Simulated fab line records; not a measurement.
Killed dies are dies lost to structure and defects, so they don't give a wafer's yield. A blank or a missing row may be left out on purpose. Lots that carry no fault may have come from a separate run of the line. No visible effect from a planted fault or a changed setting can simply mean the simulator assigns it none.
Chamber matching    flow n5 finfet    N5_BEOL_M1_STRIP_19 on rie diel-02 has 4 sister chambers
The step strips in O2. 4 wafers are shown with their chamber, then 7 later ones without.

## WAFERS PAIRED WITH THEIR CHAMBERS
wafer   chamber  drypump motor current A (A)
L083.1  1        6.4
L083.4  0        5.8
L086.1  3        4.7
L086.4  2        6.1

## WAFERS WHOSE CHAMBER IS MISSING
wafer   drypump motor current A (A)
L086.5  4.7
L094.2  4.7
L094.4  6.1
L094.5  6.4
L095.1  4.8
L095.3  6.4
L095.6  5.7

## EACH ONE'S CHAMBER
wafer   from the rows above  in truth
L086.5  3                    3
L094.2  3                    3
L094.4  2                    2
L094.5  1                    1
L095.1  3                    3
L095.3  1                    1
L095.6  0                    0
Correct placement for 7 of the 7. Left unplaced by these rows: 0. Wrongly placed: 0.
How it was worked out, from the rows above alone: a wafer's distance from a chamber is the root of the sum, over the readings, of the square of ((its reading less the chamber's mean) divided by the reading's scatter). The wafer belongs to the nearest chamber; if the next one is less than 2 further off, it can't be placed. The mean given for a chamber averages the wafers shown for that chamber. The scatter: with one shown wafer a chamber, the root of the mean of the squares of how far each hidden wafer lies from its nearest shown one.
